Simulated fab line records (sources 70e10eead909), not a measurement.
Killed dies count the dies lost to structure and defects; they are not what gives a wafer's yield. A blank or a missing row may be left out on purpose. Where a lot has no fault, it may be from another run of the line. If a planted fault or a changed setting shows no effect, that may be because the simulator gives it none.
Matching of chambers / flow nand_harc / 3 sister chambers for NHARC_A_CONTACT_DEP_24 on pecvd-03
The step deposits SiO2, target thk 500 nm. 14 wafers are shown with their chamber, then 7 later ones without.

EACH WAFER AND ITS CHAMBER
wafer=L631.1; chamber=1; throttle_valve_pct (%)=15.3; heater_power_w (W)=685; rf_fwd_power_W (W)=897.2
wafer=L631.4; chamber=1; throttle_valve_pct (%)=15.4; heater_power_w (W)=716; rf_fwd_power_W (W)=897.5
wafer=L631.6; chamber=0; throttle_valve_pct (%)=16.8; heater_power_w (W)=550; rf_fwd_power_W (W)=894.8
wafer=L633.2; chamber=2; throttle_valve_pct (%)=16.1; heater_power_w (W)=444; rf_fwd_power_W (W)=895.3
wafer=L633.3; chamber=1; throttle_valve_pct (%)=15.6; heater_power_w (W)=778; rf_fwd_power_W (W)=895.3
wafer=L633.6; chamber=0; throttle_valve_pct (%)=16.9; heater_power_w (W)=601; rf_fwd_power_W (W)=897.1
wafer=L636.1; chamber=0; throttle_valve_pct (%)=16.5; heater_power_w (W)=622; rf_fwd_power_W (W)=898.6
wafer=L636.2; chamber=2; throttle_valve_pct (%)=15.4; heater_power_w (W)=588; rf_fwd_power_W (W)=896.9
wafer=L636.6; chamber=1; throttle_valve_pct (%)=15.2; heater_power_w (W)=545; rf_fwd_power_W (W)=896.1
wafer=L643.2; chamber=1; throttle_valve_pct (%)=15.2; heater_power_w (W)=543; rf_fwd_power_W (W)=897.4
wafer=L643.3; chamber=0; throttle_valve_pct (%)=16.9; heater_power_w (W)=522; rf_fwd_power_W (W)=900.6
wafer=L643.6; chamber=1; throttle_valve_pct (%)=15.3; heater_power_w (W)=591; rf_fwd_power_W (W)=898.3
wafer=L645.1; chamber=0; throttle_valve_pct (%)=16.9; heater_power_w (W)=588; rf_fwd_power_W (W)=901.9
wafer=L645.4; chamber=1; throttle_valve_pct (%)=15.3; heater_power_w (W)=551; rf_fwd_power_W (W)=901.4

SIGNATURES (means of the wafers above)
reading=throttle_valve_pct; chamber 0=16.800; chamber 1=15.329; chamber 2=15.750; scatter within a chamber=0.209
reading=heater_power_w; chamber 0=576.60; chamber 1=629.86; chamber 2=516.00; scatter within a chamber=80.7
reading=rf_fwd_power_W; chamber 0=898.600; chamber 1=897.600; chamber 2=896.100; scatter within a chamber=2.25
Rule: distance of a wafer from a chamber = root of the sum over the readings of ((wafer's reading minus chamber's mean) / reading's scatter) squared. The wafer belongs to the nearest chamber; if the next one is less than 2 further off, it can't be placed. The scatter is the square root of a quotient: the sum, over the shown wafers, of each reading's squared deviation from its chamber's mean, divided by wafers minus chambers.

WAFERS WHOSE CHAMBER IS MISSING
wafer=L645.5; throttle_valve_pct (%)=15.6; heater_power_w (W)=637; rf_fwd_power_W (W)=899.6
wafer=L647.1; throttle_valve_pct (%)=15.6; heater_power_w (W)=542; rf_fwd_power_W (W)=907.0
wafer=L647.2; throttle_valve_pct (%)=16.7; heater_power_w (W)=600; rf_fwd_power_W (W)=896.8
wafer=L647.3; throttle_valve_pct (%)=15.3; heater_power_w (W)=671; rf_fwd_power_W (W)=897.5
wafer=L649.1; throttle_valve_pct (%)=15.6; heater_power_w (W)=578; rf_fwd_power_W (W)=902.3
wafer=L649.3; throttle_valve_pct (%)=15.4; heater_power_w (W)=575; rf_fwd_power_W (W)=893.8
wafer=L649.5; throttle_valve_pct (%)=15.7; heater_power_w (W)=611; rf_fwd_power_W (W)=898.0

CHAMBER TAKEN BY EACH
wafer=L645.5; from the rows above=can't be placed: 1 or 2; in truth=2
wafer=L647.1; from the rows above=can't be placed: 1 or 2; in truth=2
wafer=L647.2; from the rows above=0; in truth=0
wafer=L647.3; from the rows above=1; in truth=1
wafer=L649.1; from the rows above=can't be placed: 1 or 2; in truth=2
wafer=L649.3; from the rows above=can't be placed: 1 or 2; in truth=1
wafer=L649.5; from the rows above=can't be placed: 2 or 1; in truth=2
Correctly placed: 2 of 7. Cannot be placed on the basis of these rows: 5; the candidates contain the true chamber in 5. 0 placed wrongly.
